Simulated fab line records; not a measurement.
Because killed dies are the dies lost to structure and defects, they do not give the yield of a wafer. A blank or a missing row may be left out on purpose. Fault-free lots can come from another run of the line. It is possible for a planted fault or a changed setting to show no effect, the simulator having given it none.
Problem report, 8D (eight disciplines) form, completed by code	flow n5-finfet	the parts of the form that need people (team, actions taken, sign-off) are left out

## 1. WHAT IS WRONG
Wafers without a fault read 1500.2 rpm, standard deviation 0.86; spin-speed-rpm at N5_BEOL_M8_COAT_59 reads a mean of 1458.3 rpm on 6 wafers belonging to 2 lots. Measured from the usual mean, that is -49 standard deviations.
The step: time 60 s, resist thk 100 nm.
Seen first at day 10 00:49 on litho-track-05, wafer L512.1. At this step, 12 wafers from 4 lots have a number in the record. By rule, "out" or "out of limits" means more than 4 standard deviations away from the usual mean. All remaining wafers that have a number are taken as sound.

## 2. WHAT THIS IS AND IS NOT
question	is	is not
which readings at this step	spin-speed-rpm	-
which lots	L512, L517	L510, L530
which wafers of those lots	all that have a number	-
read on which tools	litho-track-05	litho-track-01
when	from day 10 00:49	up to then (3 sound wafers); but 3 sound wafers of L530 came after

## 3. SUSPECTS, AND WHAT RULES EACH OUT
Counting: any tool at a process step up to the reading is kept as a suspect provided that every lot that is out went through it and no sound lot did after the first of them.
- litho-track-05 at N5_BEOL_M8_COAT_59 (time 60 s, resist thk 100 nm): kept. All lots that are out passed through it, beginning with L512 at day 10 00:49, and no sound lot followed; its final sound lot before that point was L510 at day 9 05:28. On those wafers its own readings are out: spin-speed-rpm.
Remaining after the count: litho-track-05 at N5_BEOL_M8_COAT_59.

## 4. THE CAUSE (what the simulator had put in)
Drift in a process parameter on litho-track-05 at N5_BEOL_M8_COAT_59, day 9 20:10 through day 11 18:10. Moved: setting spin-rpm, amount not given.
Only this tool survived the counting.

## 5. THE CHAIN OF EFFECTS, in route order
Each row: a reading whose mean over the struck wafers that have a number lies more than 3 standard deviations from the usual. Only readings whose record carries a usual standard deviation are examined. hours: median over the lots of the time between each lot's start at the first step of this table that gives one and its start at this step. sigmas: the change, counted in usual standard deviations.
hours	step	reading	usual	on struck wafers	change	sigmas
0	N5_BEOL_M8_COAT_59	spin-speed-rpm	1500.2 rpm	1458.3	-41.9	-49
Process steps it contains:
- N5_BEOL_M8_COAT_59: time 60 s, resist thk 100 nm.

## 6. HOW IT WOULD HAVE BEEN CAUGHT EARLIER
The fault began at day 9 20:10; the first out-of-limits reading in this record came at day 10 00:49, 5 hours later.
